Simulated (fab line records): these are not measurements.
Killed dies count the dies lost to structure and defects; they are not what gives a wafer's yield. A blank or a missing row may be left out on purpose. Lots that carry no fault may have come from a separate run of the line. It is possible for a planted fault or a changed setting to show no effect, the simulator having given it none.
Chamber matching :: flow nand_harc :: NHARC_A_CHANNEL_FILL_D1_ALD_25 on ald_hk-02: 4 sister chambers
The step deposits SiOx, target thk 60 nm, pulse time 10 s, ald cycles 600. 14 wafers are shown with their chamber, then 7 later ones without.

## WAFERS, EACH WITH ITS CHAMBER
wafer: L078.1
chamber: 1
heater_power_w (W): 529
precursor_pulse_height_rel: 0.971

wafer: L078.2
chamber: 2
heater_power_w (W): 482
precursor_pulse_height_rel: 0.995

wafer: L078.3
chamber: 3
heater_power_w (W): 477
precursor_pulse_height_rel: 1.008

wafer: L088.4
chamber: 1
heater_power_w (W): 506
precursor_pulse_height_rel: 0.970

wafer: L088.5
chamber: 3
heater_power_w (W): 462
precursor_pulse_height_rel: 0.995

wafer: L088.6
chamber: 0
heater_power_w (W): 409
precursor_pulse_height_rel: 1.051

wafer: L089.2
chamber: 2
heater_power_w (W): 448
precursor_pulse_height_rel: 0.980

wafer: L089.1
chamber: 1
heater_power_w (W): 503
precursor_pulse_height_rel: 1.030

wafer: L089.3
chamber: 0
heater_power_w (W): 410
precursor_pulse_height_rel: 1.003

wafer: L091.2
chamber: 3
heater_power_w (W): 458
precursor_pulse_height_rel: 1.010

wafer: L091.5
chamber: 1
heater_power_w (W): 504
precursor_pulse_height_rel: 0.995

wafer: L091.6
chamber: 0
heater_power_w (W): 417
precursor_pulse_height_rel: 0.996

wafer: L092.1
chamber: 3
heater_power_w (W): 490
precursor_pulse_height_rel: 0.976

wafer: L092.2
chamber: 0
heater_power_w (W): 410
precursor_pulse_height_rel: 0.987

SIGNATURES (means of the wafers above)
reading: heater_power_w
chamber 0: 411.50
chamber 1: 510.50
chamber 2: 465.00
chamber 3: 471.75
scatter within a chamber: 13.1

reading: precursor_pulse_height_rel
chamber 0: 1.00925
chamber 1: 0.99150
chamber 2: 0.98750
chamber 3: 0.99725
scatter within a chamber: 0.0238
Rule: for a wafer and a chamber, the distance is found by dividing, reading by reading, the gap between the wafer's reading and the chamber's mean by the reading's scatter, squaring, summing and taking the root. If the next closest chamber is less than 2 further off than the closest, the wafer can't be placed; otherwise it belongs to the closest. How the scatter is found: for the shown wafers, subtract from each reading the mean of its chamber, square and add these, divide the total by (wafers less chambers), then take the root.

## WAFERS WHOSE CHAMBER IS MISSING
wafer: L092.4
heater_power_w (W): 433
precursor_pulse_height_rel: 1.023

wafer: L093.3
heater_power_w (W): 514
precursor_pulse_height_rel: 0.994

wafer: L093.5
heater_power_w (W): 508
precursor_pulse_height_rel: 0.991

wafer: L093.6
heater_power_w (W): 410
precursor_pulse_height_rel: 1.006

wafer: L097.2
heater_power_w (W): 476
precursor_pulse_height_rel: 1.028

wafer: L097.4
heater_power_w (W): 449
precursor_pulse_height_rel: 1.014

wafer: L097.1
heater_power_w (W): 496
precursor_pulse_height_rel: 0.947

## WHICH CHAMBER EACH ONE RAN IN
wafer: L092.4
from the rows above: can't be placed: 0 or 2 or 3
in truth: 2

wafer: L093.3
from the rows above: 1
in truth: 1

wafer: L093.5
from the rows above: 1
in truth: 1

wafer: L093.6
from the rows above: 0
in truth: 0

wafer: L097.2
from the rows above: can't be placed: 3 or 2 or 1
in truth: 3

wafer: L097.4
from the rows above: can't be placed: 2 or 3 or 0
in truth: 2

wafer: L097.1
from the rows above: can't be placed: 1 or 3 or 2
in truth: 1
3 of 7 placed correctly. These rows do not allow placing 4 (true chamber among the candidates in 4). Number placed wrongly: 0.
